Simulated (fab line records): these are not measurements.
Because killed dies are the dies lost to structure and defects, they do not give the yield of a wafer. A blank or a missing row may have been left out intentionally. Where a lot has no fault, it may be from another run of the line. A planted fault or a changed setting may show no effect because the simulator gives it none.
The tool behind it: which one? :: flow nandHarc :: Sampling: 15 lots, 45 wafers, 4 of 1302 route steps

WHAT EACH GAUGE READ, for each wafer
NHARC_P_M2_INSPECT_27. Usual: rawDefectCount 338, standard deviation 120.
lot: L833
measured: day 7 02:37
on: defectInspect-02
rawDefectCount: 222 214 141
flag: 

lot: L834
measured: day 7 03:49
on: defectInspect-02
rawDefectCount: 335 703 242
flag: 

lot: L835
measured: day 7 07:14
on: defectInspect-01
rawDefectCount: 604 340 392
flag: 

lot: L837
measured: day 8 03:35
on: defectInspect-01
rawDefectCount: 383 458 577
flag: 

lot: L838
measured: day 8 22:08
on: defectInspect-01
rawDefectCount: 233 365 265
flag: 

lot: L839
measured: day 8 22:55
on: defectInspect-02
rawDefectCount: 323 346 306
flag: 

lot: L840
measured: day 9 16:42
on: defectInspect-02
rawDefectCount: 252 338 262
flag: 

lot: L848
measured: day 12 11:35
on: defectInspect-01
rawDefectCount: 433 139 296
flag: 

lot: L846
measured: day 12 11:49
on: defectInspect-01
rawDefectCount: 486 494 306
flag: 

lot: L847
measured: day 12 12:50
on: defectInspect-01
rawDefectCount: 301 457 349
flag: 

lot: L849
measured: day 13 08:12
on: defectInspect-02
rawDefectCount: 207 225 297
flag: 

lot: L852
measured: day 14 09:58
on: defectInspect-01
rawDefectCount: 139 224 396
flag: 

lot: L854
measured: day 14 21:05
on: defectInspect-01
rawDefectCount: 545 349 405
flag: 

lot: L853
measured: day 14 21:41
on: defectInspect-02
rawDefectCount: 560 379 259
flag: 

lot: L855
measured: day 15 09:29
on: defectInspect-01
rawDefectCount: 255 178 434
flag: 

WHAT TOOL EACH LOT RAN ON (gives the tool, then ch and the chambers of the sampled wafers, and finally the start)
lot: L833
NHARC_P_M1_DEP_33: pecvd-04 ch 0,1,2, day 6 22:36
NHARC_P_M2_PVD_20: pvdSputter-03, day 7 01:10
NHARC_P_M2_ANNEAL_31: rtpAnneal-02 ch 0, day 7 01:51

lot: L834
NHARC_P_M1_DEP_33: pecvd-02 ch 0,1,2, day 6 23:52
NHARC_P_M2_PVD_20: pvdSputter-03, day 7 02:21
NHARC_P_M2_ANNEAL_31: rtpAnneal-01 ch 0, day 7 03:00

lot: L835
NHARC_P_M1_DEP_33: pecvd-04 ch 0,1,2, day 7 03:05
NHARC_P_M2_PVD_20: pvdSputter-02, day 7 05:48
NHARC_P_M2_ANNEAL_31: rtpAnneal-01 ch 0, day 7 06:29

lot: L837
NHARC_P_M1_DEP_33: pecvd-03 ch 0,2, day 7 23:40
NHARC_P_M2_PVD_20: pvdSputter-02, day 8 02:07
NHARC_P_M2_ANNEAL_31: rtpAnneal-01 ch 0, day 8 02:46

lot: L838
NHARC_P_M1_DEP_33: pecvd-04 ch 1,2, day 8 18:11
NHARC_P_M2_PVD_20: pvdSputter-03, day 8 20:41
NHARC_P_M2_ANNEAL_31: rtpAnneal-01 ch 0, day 8 21:19

lot: L839
NHARC_P_M1_DEP_33: pecvd-02 ch 1,2, day 8 19:01
NHARC_P_M2_PVD_20: pvdSputter-01, day 8 21:29
NHARC_P_M2_ANNEAL_31: rtpAnneal-02 ch 0, day 8 22:12

lot: L840
NHARC_P_M1_DEP_33: pecvd-02 ch 0,1,2, day 9 12:39
NHARC_P_M2_PVD_20: pvdSputter-03, day 9 15:15
NHARC_P_M2_ANNEAL_31: rtpAnneal-01 ch 0, day 9 15:55

lot: L848
NHARC_P_M1_DEP_33: pecvd-02 ch 1,2, day 12 07:29
NHARC_P_M2_PVD_20: pvdSputter-03, day 12 10:08
NHARC_P_M2_ANNEAL_31: rtpAnneal-02 ch 0, day 12 10:49

lot: L846
NHARC_P_M1_DEP_33: pecvd-03 ch 0,1,2, day 12 07:50
NHARC_P_M2_PVD_20: pvdSputter-02, day 12 10:23
NHARC_P_M2_ANNEAL_31: rtpAnneal-01 ch 0, day 12 11:02

lot: L847
NHARC_P_M1_DEP_33: pecvd-03 ch 0,1,2, day 12 08:44
NHARC_P_M2_PVD_20: pvdSputter-03, day 12 11:22
NHARC_P_M2_ANNEAL_31: rtpAnneal-01 ch 0, day 12 12:03

lot: L849
NHARC_P_M1_DEP_33: pecvd-02 ch 0,1,2, day 13 04:08
NHARC_P_M2_PVD_20: pvdSputter-02, day 13 06:45
NHARC_P_M2_ANNEAL_31: rtpAnneal-02 ch 0, day 13 07:22

lot: L852
NHARC_P_M1_DEP_33: pecvd-03 ch 0,2, day 14 05:59
NHARC_P_M2_PVD_20: pvdSputter-03, day 14 08:29
NHARC_P_M2_ANNEAL_31: rtpAnneal-02 ch 0, day 14 09:07

lot: L854
NHARC_P_M1_DEP_33: pecvd-02 ch 0,1,2, day 14 17:01
NHARC_P_M2_PVD_20: pvdSputter-02, day 14 19:40
NHARC_P_M2_ANNEAL_31: rtpAnneal-01 ch 0, day 14 20:19

lot: L853
NHARC_P_M1_DEP_33: pecvd-03 ch 0,2, day 14 17:40
NHARC_P_M2_PVD_20: pvdSputter-03, day 14 20:13
NHARC_P_M2_ANNEAL_31: rtpAnneal-02 ch 0, day 14 20:51

lot: L855
NHARC_P_M1_DEP_33: pecvd-04 ch 0,1,2, day 15 05:32
NHARC_P_M2_PVD_20: pvdSputter-01, day 15 08:00
NHARC_P_M2_ANNEAL_31: rtpAnneal-01 ch 0, day 15 08:42
- NHARC_P_M1_DEP_33: deposits SiCN, target thk 30 nm.
- NHARC_P_M2_PVD_20: deposits TaN, target thk 5 nm, time 8.06 s.
- NHARC_P_M2_ANNEAL_31: time 90 s.

AS READ BY THE TOOLS THEMSELVES (means over the sampled wafers that have a number; for cases with no such wafer, the mark the record gives instead)
NHARC_P_M1_DEP_33. Usual: heaterPowerW 535 W, standard deviation 95; rfFwdPowerW 449.1 W, standard deviation 1.4.
lot: L833
tool: pecvd-04
heaterPowerW (W): 537
rfFwdPowerW (W): 448.6
flag: 

lot: L834
tool: pecvd-02
heaterPowerW (W): 478
rfFwdPowerW (W): 449.4
flag: 

lot: L835
tool: pecvd-04
heaterPowerW (W): 509
rfFwdPowerW (W): 448.8
flag: 

lot: L837
tool: pecvd-03
heaterPowerW (W): 565
rfFwdPowerW (W): 450.4
flag: 

lot: L838
tool: pecvd-04
heaterPowerW (W): 496
rfFwdPowerW (W): 450.0
flag: 

lot: L839
tool: pecvd-02
heaterPowerW (W): 352
rfFwdPowerW (W): 449.5
flag: 

lot: L840
tool: pecvd-02
heaterPowerW (W): 469
rfFwdPowerW (W): 448.3
flag: 

lot: L848
tool: pecvd-02
heaterPowerW (W): 451
rfFwdPowerW (W): 448.9
flag: 

lot: L846
tool: pecvd-03
heaterPowerW (W): 624
rfFwdPowerW (W): 449.0
flag: 

lot: L847
tool: pecvd-03
heaterPowerW (W): 632
rfFwdPowerW (W): 448.7
flag: 

lot: L849
tool: pecvd-02
heaterPowerW (W): 461
rfFwdPowerW (W): 449.8
flag: 

lot: L852
tool: pecvd-03
heaterPowerW (W): 558
rfFwdPowerW (W): 449.0
flag: 

lot: L854
tool: pecvd-02
heaterPowerW (W): 444
rfFwdPowerW (W): 449.9
flag: 

lot: L853
tool: pecvd-03
heaterPowerW (W): 547
rfFwdPowerW (W): 450.0
flag: 

lot: L855
tool: pecvd-04
heaterPowerW (W): 498
rfFwdPowerW (W): 449.2
flag: 

NHARC_P_M2_PVD_20. Usual: biasV 168.7 V, standard deviation 1.7; cathodeDcPowerW 15000 W, standard deviation 2.6; throttleValvePct 30.2 %, standard deviation 1.
lot: L833
tool: pvdSputter-03
biasV (V): 170.4
cathodeDcPowerW (W): 15001
throttleValvePct (%): 30.1
flag: 

lot: L834
tool: pvdSputter-03
biasV (V): 168.9
cathodeDcPowerW (W): 15002
throttleValvePct (%): 29.9
flag: 

lot: L835
tool: pvdSputter-02
biasV (V): 168.8
cathodeDcPowerW (W): 15000
throttleValvePct (%): 29.7
flag: 

lot: L837
tool: pvdSputter-02
biasV (V): 168.7
cathodeDcPowerW (W): 15000
throttleValvePct (%): 29.3
flag: 

lot: L838
tool: pvdSputter-03
biasV (V): 167.4
cathodeDcPowerW (W): 15001
throttleValvePct (%): 30.6
flag: 

lot: L839
tool: pvdSputter-01
biasV (V): 168.9
cathodeDcPowerW (W): 15001
throttleValvePct (%): 31.4
flag: 

lot: L840
tool: pvdSputter-03
biasV (V): 167.2
cathodeDcPowerW (W): 14998
throttleValvePct (%): 30.2
flag: 

lot: L848
tool: pvdSputter-03
biasV (V): 169.6
cathodeDcPowerW (W): 15000
throttleValvePct (%): 30.6
flag: 

lot: L846
tool: pvdSputter-02
biasV (V): -
cathodeDcPowerW (W): -
throttleValvePct (%): -
flag: OFF

lot: L847
tool: pvdSputter-03
biasV (V): -
cathodeDcPowerW (W): -
throttleValvePct (%): -
flag: OFF

lot: L849
tool: pvdSputter-02
biasV (V): -
cathodeDcPowerW (W): -
throttleValvePct (%): -
flag: OFF

lot: L852
tool: pvdSputter-03
biasV (V): 168.9
cathodeDcPowerW (W): 15000
throttleValvePct (%): 30.6
flag: 

lot: L854
tool: pvdSputter-02
biasV (V): 170.9
cathodeDcPowerW (W): 15001
throttleValvePct (%): 29.7
flag: 

lot: L853
tool: pvdSputter-03
biasV (V): 168.8
cathodeDcPowerW (W): 14999
throttleValvePct (%): 30.8
flag: 

lot: L855
tool: pvdSputter-01
biasV (V): 169.7
cathodeDcPowerW (W): 15002
throttleValvePct (%): 31.4
flag: 

NHARC_P_M2_ANNEAL_31. Usual: wafer_temp_C_max 226.2, standard deviation 0.41.
lot: L833
tool: rtpAnneal-02
wafer_temp_C_max: 226.2
flag: 

lot: L834
tool: rtpAnneal-01
wafer_temp_C_max: 226.0
flag: 

lot: L835
tool: rtpAnneal-01
wafer_temp_C_max: 226.1
flag: 

lot: L837
tool: rtpAnneal-01
wafer_temp_C_max: 226.0
flag: 

lot: L838
tool: rtpAnneal-01
wafer_temp_C_max: 226.2
flag: 

lot: L839
tool: rtpAnneal-02
wafer_temp_C_max: 226.6
flag: 

lot: L840
tool: rtpAnneal-01
wafer_temp_C_max: 225.9
flag: 

lot: L848
tool: rtpAnneal-02
wafer_temp_C_max: 226.7
flag: 

lot: L846
tool: rtpAnneal-01
wafer_temp_C_max: 226.0
flag: 

lot: L847
tool: rtpAnneal-01
wafer_temp_C_max: 226.0
flag: 

lot: L849
tool: rtpAnneal-02
wafer_temp_C_max: 226.4
flag: 

lot: L852
tool: rtpAnneal-02
wafer_temp_C_max: 226.8
flag: 

lot: L854
tool: rtpAnneal-01
wafer_temp_C_max: 225.8
flag: 

lot: L853
tool: rtpAnneal-02
wafer_temp_C_max: 226.6
flag: 

lot: L855
tool: rtpAnneal-01
wafer_temp_C_max: 225.9
flag: 

THE ANSWER, worked out from the rows above alone
Rule: lot off if the mean of its wafers having a number is beyond 3 standard deviations from the usual mean. Also off: a lot with no number at a reading for which 4 or more lots have one. The other lots that the step has rows for count as sound. Order of review: gauges by route order, followed by the tools' own readings, for which a lot's mean as printed above is used. The first step at which some lot is off is used, and at that step the reading that is off furthest; a lot without a number counts as furthest.
Off at NHARC_P_M2_PVD_20 (biasV): L846, L847, L849. Without a number there: L846, L847, L849.
A tool fits if, at that step or a process step before it, it ran every lot that is off, and no sound lot after the first of them. No candidate that was tried fits.

WHAT WAS PUT IN BY THE SIMULATOR
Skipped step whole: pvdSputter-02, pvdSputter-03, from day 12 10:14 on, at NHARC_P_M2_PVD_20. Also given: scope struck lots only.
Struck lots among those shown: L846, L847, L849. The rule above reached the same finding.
